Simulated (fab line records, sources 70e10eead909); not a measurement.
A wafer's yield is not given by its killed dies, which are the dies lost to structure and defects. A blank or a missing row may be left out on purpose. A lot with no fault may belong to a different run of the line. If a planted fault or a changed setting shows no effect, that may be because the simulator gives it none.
Matching of chambers || flow nandHarc || rieDiel-04 running NHARC_P_M1_DESCUM_14: 4 sister chambers
The step chemistry O2, time 3 s. 4 wafers are shown with their chamber, then 12 later ones without.

== WAFERS PAIRED WITH THEIR CHAMBERS ==
{"wafer": "L085.4", "chamber": 1, "drypumpMotorCurrentA (A)": 6.41}
{"wafer": "L088.4", "chamber": 0, "drypumpMotorCurrentA (A)": 5.99}
{"wafer": "L088.5", "chamber": 3, "drypumpMotorCurrentA (A)": 6.49}
{"wafer": "L088.6", "chamber": 2, "drypumpMotorCurrentA (A)": 6.05}

== WAFERS WITHOUT THEIR CHAMBER ==
{"wafer": "L089.2", "drypumpMotorCurrentA (A)": 6.06}
{"wafer": "L089.4", "drypumpMotorCurrentA (A)": 5.98}
{"wafer": "L089.5", "drypumpMotorCurrentA (A)": 6.51}
{"wafer": "L091.1", "drypumpMotorCurrentA (A)": 6.01}
{"wafer": "L091.2", "drypumpMotorCurrentA (A)": 6.48}
{"wafer": "L091.5", "drypumpMotorCurrentA (A)": 6.46}
{"wafer": "L096.1", "drypumpMotorCurrentA (A)": 6.03}
{"wafer": "L096.4", "drypumpMotorCurrentA (A)": 6.40}
{"wafer": "L096.6", "drypumpMotorCurrentA (A)": 6.07}
{"wafer": "L095.1", "drypumpMotorCurrentA (A)": 6.42}
{"wafer": "L095.2", "drypumpMotorCurrentA (A)": 6.47}
{"wafer": "L095.5", "drypumpMotorCurrentA (A)": 6.42}

== EACH ONE'S CHAMBER ==
{"wafer": "L089.2", "from the rows above": 2, "in truth": 2}
{"wafer": "L089.4", "from the rows above": 0, "in truth": 0}
{"wafer": "L089.5", "from the rows above": 3, "in truth": 3}
{"wafer": "L091.1", "from the rows above": "can't be placed: 0 or 2", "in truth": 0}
{"wafer": "L091.2", "from the rows above": 3, "in truth": 3}
{"wafer": "L091.5", "from the rows above": "can't be placed: 3 or 1", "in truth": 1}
{"wafer": "L096.1", "from the rows above": "can't be placed: 2 or 0", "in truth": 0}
{"wafer": "L096.4", "from the rows above": 1, "in truth": 1}
{"wafer": "L096.6", "from the rows above": 2, "in truth": 2}
{"wafer": "L095.1", "from the rows above": 1, "in truth": 1}
{"wafer": "L095.2", "from the rows above": 3, "in truth": 3}
{"wafer": "L095.5", "from the rows above": 1, "in truth": 1}
Correctly placed: 9 of 12. Can't be placed from these rows: 3 (the true chamber is among the candidates in 3). Wrongly placed: 0.
How it was worked out, from the rows above alone: a wafer's distance from a chamber is the root of the sum, over the readings, of the square of ((its reading less the chamber's mean) divided by the reading's scatter). If the next closest chamber is less than 2 further off than the closest, the wafer can't be placed; otherwise it belongs to the closest. Each chamber's mean is taken over the wafers shown for it. The scatter: with one shown wafer a chamber, the root of the mean of the squares of how far each hidden wafer lies from its nearest shown one.
